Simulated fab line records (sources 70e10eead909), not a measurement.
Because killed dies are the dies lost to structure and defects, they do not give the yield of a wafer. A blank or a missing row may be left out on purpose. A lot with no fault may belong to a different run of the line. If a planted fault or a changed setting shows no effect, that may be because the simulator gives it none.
Comparing a struck lot with a sound one | flow nand-harc | 34 steps out of a route of 1159
Sound: these wafers, L110.3, L110.5, L110.6. Wafers L117.1, L117.2, L117.6 were the ones struck. The cause is named last.
At each step with rows: each side's tool, then ch and its chambers, then its first start. Under that, the readings that differ: sound wafers | struck wafers | difference of the means | sigmas: that difference in standard deviations of wafers without a fault.
alike: words and numbers the same on both sides, and readings whose means are apart by under 2 such deviations; not compared: readings that were withheld, readings missing a value for some wafer, numbers with overlapping values and no deviation given by the record, and bounds like >300 which may hide the same value.
The two part at a step that has a row with sigmas, a row that says differs or no value, or rows on one side only. Non-overlapping numbers with no deviation appear without sigmas and do not part them. Lack of a reading on every wafer of one side parts them only where that side has two or more wafers.

first, 10 steps without rows for these wafers: NHARC_P_M2_DESCUM_14 (chemistry O2, time 3 s); NHARC_P_M2_ETCH_35 (etches the open film in N2/H2, target depth 40 nm, overetch 12 nm, time 43.94 s); NHARC_P_M2_ETCH_15 (etches the open film in C4F8/Ar, target depth 182.5 nm, time 91.2 s); NHARC_P_M2_STRIP_18 (strips in N2/H2); NHARC_P_M2_ETCH_28 (etches the open film in CF4/N2, target depth 30 nm, time 72.99 s); NHARC_P_M2_STRIP_19 (strips in post etch residue remover, time 600 s); NHARC_P_M2_DEGAS_29 (time 60 s); NHARC_P_M2_PRE_CLEAN_30 (time 30 s); NHARC_P_M2_PVD_20 (deposits TaN, target thk 5 nm, time 8.06 s); NHARC_P_M2_PVD_21 (deposits Cu, target thk 30 nm, time 20.49 s).
NHARC_P_M2_ECD_22: material Cu, target thk 400 nm.
  sound on ecd-cu-01 ch 0,1, day 7 02:59; struck on ecd-cu-01 ch 0,1, day 8 16:03
  alike: bath-heat-duty-pct
then, 22 steps without rows for these wafers: NHARC_P_M2_ANNEAL_31 (time 90 s); NHARC_P_M2_CMP_23 (polishes, t overpolish 20 s, target thk 144.3 nm); NHARC_P_M2_SRD_25; NHARC_P_M2_PRE_CLEAN_32 (time 12 s); NHARC_P_M2_DEP_33 (deposits SiCN, target thk 30 nm); NHARC_P_BONDPAD_DEP_00 (deposits SiCN, target thk 250 nm); NHARC_P_BONDPAD_CMP_32 (polishes SiCN, target thk 200 nm); NHARC_P_BONDPAD_SRD_34; NHARC_P_BONDPAD_DEHYDRATE_01 (time 120 s); NHARC_P_BONDPAD_HMDS_02 (time 30 s); NHARC_P_BONDPAD_COAT_36 (time 65 s); NHARC_P_BONDPAD_COAT_03 (resist thk 600 nm); NHARC_P_BONDPAD_SOFTBAKE_04 (time 70 s); NHARC_P_BONDPAD_EBR_05; NHARC_P_BONDPAD_EXPOSE_06 (exposes mask P BPAD); NHARC_P_BONDPAD_PEB_07 (peb time 80 s); NHARC_P_BONDPAD_DEVELOP_08 (time 50 s); NHARC_P_BONDPAD_HARDBAKE_10 (time 65 s); NHARC_P_BONDPAD_DESCUM_11 (chemistry O2, time 3 s); NHARC_P_BONDPAD_ETCH_37 (etches the open film in N2/H2, target depth 60 nm, overetch 18 nm, time 65.91 s); NHARC_P_BONDPAD_ETCH_12 (etches the open film in CHF3/O2, target depth 200 nm, time 100 s); NHARC_P_BONDPAD_STRIP_15 (strips in O2).
-- break in the record here, with 13 days between the starts of the struck wafers on either side (left off in module P_BONDPAD, picked up again in module END, where the first step shown is number 1159 on the route) --
NHARC_END_SORT_01:
  at this point the record logs the struck wafers (prober-01 ch 0, day 21 18:52) and has no rows for the sound ones

== WHERE THEY PART ==
At NHARC_END_SORT_01 and nowhere else, as far as this record goes.

WHY: whatever the simulator had introduced
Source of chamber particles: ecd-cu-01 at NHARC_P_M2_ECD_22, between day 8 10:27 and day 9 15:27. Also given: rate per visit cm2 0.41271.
